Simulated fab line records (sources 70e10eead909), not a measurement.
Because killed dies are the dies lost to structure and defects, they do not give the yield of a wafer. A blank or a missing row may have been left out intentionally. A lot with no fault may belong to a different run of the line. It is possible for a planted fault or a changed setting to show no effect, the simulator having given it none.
Chamber matching / flow nand harc / NHARC_P_GATE_DESCUM_48 on rie diel-06 has 4 sister chambers
The step chemistry O2, time 3 s. 8 wafers are shown with their chamber, then 9 later ones without.

## EACH WAFER AND ITS CHAMBER
wafer=L083.1; chamber=3; showerhead plenum p Torr (Torr)=2.02; throttle valve pct (%)=11.314
wafer=L083.2; chamber=0; showerhead plenum p Torr (Torr)=1.96; throttle valve pct (%)=11.299
wafer=L086.1; chamber=0; showerhead plenum p Torr (Torr)=1.96; throttle valve pct (%)=11.309
wafer=L086.2; chamber=2; showerhead plenum p Torr (Torr)=1.79; throttle valve pct (%)=11.320
wafer=L086.5; chamber=1; showerhead plenum p Torr (Torr)=1.93; throttle valve pct (%)=11.304
wafer=L088.1; chamber=3; showerhead plenum p Torr (Torr)=2.02; throttle valve pct (%)=11.323
wafer=L088.5; chamber=2; showerhead plenum p Torr (Torr)=1.79; throttle valve pct (%)=11.312
wafer=L088.6; chamber=1; showerhead plenum p Torr (Torr)=1.92; throttle valve pct (%)=11.315

## WAFERS WITHOUT THEIR CHAMBER
wafer=L093.1; showerhead plenum p Torr (Torr)=2.02; throttle valve pct (%)=11.314
wafer=L093.2; showerhead plenum p Torr (Torr)=1.92; throttle valve pct (%)=11.306
wafer=L093.4; showerhead plenum p Torr (Torr)=1.92; throttle valve pct (%)=11.330
wafer=L095.3; showerhead plenum p Torr (Torr)=1.79; throttle valve pct (%)=11.310
wafer=L095.4; showerhead plenum p Torr (Torr)=1.92; throttle valve pct (%)=11.304
wafer=L095.6; showerhead plenum p Torr (Torr)=2.02; throttle valve pct (%)=11.329
wafer=L097.2; showerhead plenum p Torr (Torr)=1.79; throttle valve pct (%)=11.299
wafer=L097.5; showerhead plenum p Torr (Torr)=1.96; throttle valve pct (%)=11.300
wafer=L097.6; showerhead plenum p Torr (Torr)=1.92; throttle valve pct (%)=11.308

## EACH ONE'S CHAMBER
wafer=L093.1; from the rows above=3; in truth=3
wafer=L093.2; from the rows above=1; in truth=1
wafer=L093.4; from the rows above=1; in truth=1
wafer=L095.3; from the rows above=2; in truth=2
wafer=L095.4; from the rows above=1; in truth=1
wafer=L095.6; from the rows above=3; in truth=3
wafer=L097.2; from the rows above=2; in truth=2
wafer=L097.5; from the rows above=0; in truth=0
wafer=L097.6; from the rows above=1; in truth=1
Placed correctly: 9 of 9. From these rows, 0 cannot be placed. Placed wrongly: 0.
How it was worked out, from the rows above alone: a wafer's distance from a chamber is the root of the sum, over the readings, of the square of ((its reading less the chamber's mean) divided by the reading's scatter). If the next closest chamber is less than 2 further off than the closest, the wafer can't be placed; otherwise it belongs to the closest. A chamber's mean is the mean of its shown wafers. The scatter: take each reading less its chamber's mean, square it, sum over the shown wafers, divide by the number of wafers less the number of chambers, and take the root.
